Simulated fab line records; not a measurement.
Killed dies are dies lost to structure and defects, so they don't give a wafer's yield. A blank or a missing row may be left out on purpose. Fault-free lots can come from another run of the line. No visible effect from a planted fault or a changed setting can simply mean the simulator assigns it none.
A struck lot beside a sound one || flow nandHarc || 15 out of 1302 route steps
Sound: the wafers L934.2, L934.4, L934.5. Wafers L942.1, L942.3, L942.6 were the ones struck. The cause is given at the end.
Order at every step that has rows: each side's tool, ch and its chambers, its first start. Under that, the readings that differ: sound wafers || struck wafers || difference of the means || sigmas: that difference in standard deviations of wafers without a fault.
alike: readings with means less than 2 such deviations apart, plus words and numbers identical on both sides. not compared: withheld readings, readings lacking a value on some wafer, bounds such as >300 that could conceal the same value, and numbers that have no deviation in the record and whose values overlap.
Wherever a step has rows on one side only, a row that says differs or no value, or a row with sigmas, the two part there. Numbers that have no deviation but don't overlap get no sigmas and don't part them. Lack of a reading on every wafer of one side parts them only where that side has two or more wafers.

first, 1 step without rows for these wafers: NHARC_A_ONON_D1_DEP_06 (target thk 1000 nm).
NHARC_A_ONON_D1_THK_MEAS_08: measures by ellipsometry.
  sound on filmMetro-01, day 10 21:13; struck on filmMetro-01, day 14 20:49
{"reading": "thkNm (nm)", "sound": "1002 1002 1002", "struck": "980 980 979", "difference": -22, "sigmas": -2}
following that, 1 step holds no rows for these wafers, namely NHARC_A_ONON_D1_DEP_09 (target thickness 1000 nm).
NHARC_A_ONON_D1_THK_MEAS_11: measures by ellipsometry.
  sound on filmMetro-02, day 10 21:47; struck on filmMetro-01, day 14 21:23
  alike: thkNm
following that, 1 step holds no rows for these wafers, namely NHARC_A_ONON_D1_DEP_12 (target thickness 1000 nm).
NHARC_A_ONON_D1_THK_MEAS_14: measures by ellipsometry.
  sound on filmMetro-02, day 10 22:22; struck on filmMetro-02, day 14 21:57
  alike: thkNm
then, 2 steps without rows for these wafers: NHARC_A_ONON_D1_ANNEAL_15 (time 3600 s); NHARC_A_ONON_D1_DEP_16 (target thk 1000 nm).
NHARC_A_ONON_D1_THK_MEAS_18: measures by ellipsometry.
  sound on filmMetro-01, day 11 05:56; struck on filmMetro-02, day 15 06:05
  alike: thkNm
following that, 1 step holds no rows for these wafers, namely NHARC_A_ONON_D1_DEP_19 (target thickness 1000 nm).
NHARC_A_ONON_D1_THK_MEAS_21: measures by ellipsometry.
  sound on filmMetro-02, day 11 06:29; struck on filmMetro-02, day 15 06:40
  alike: thkNm
NHARC_A_ONON_D1_DEP_22: target thk 1000 nm.
  sound on pecvdOnon-03 ch 0, day 11 06:36; struck on pecvdOnon-03 ch 0, day 15 06:43
NHARC_A_ONON_D1_THK_MEAS_24: measures by ellipsometry.
  sound on filmMetro-02, day 11 07:04; struck on filmMetro-01, day 15 07:14
{"reading": "thkNm (nm)", "sound": "987 987 988", "struck": "299 298 297", "difference": -689, "sigmas": -63}
following that, 1 step holds no rows for these wafers, namely NHARC_A_ONON_D1_DEP_25 (target thickness 1000 nm).
-- break in the record here, with 16 days between the starts of the struck wafers on either side (left off in module A_ONON_D1, picked up again in module END, where the first step shown is number 1302 on the route) --
NHARC_END_SORT_01:
  sound on prober-01 ch 0, day 27 15:01; struck on prober-02 ch 0, day 30 19:14
{"reading": "killedAtArray", "sound": "69 61 67", "struck": "673 674 675", "difference": "+608", "sigmas": "+36"}
{"reading": "killedDies", "sound": "71 66 73", "struck": "677 677 677", "difference": "+607", "sigmas": "+34"}
  alike: killedAtOther, killedAtPeriphery, killedOpen, killedShort

## WHERE THEY PART
Earliest at NHARC_A_ONON_D1_THK_MEAS_08; latest, in this record, at NHARC_END_SORT_01.

WHY: what had been put in by the simulator
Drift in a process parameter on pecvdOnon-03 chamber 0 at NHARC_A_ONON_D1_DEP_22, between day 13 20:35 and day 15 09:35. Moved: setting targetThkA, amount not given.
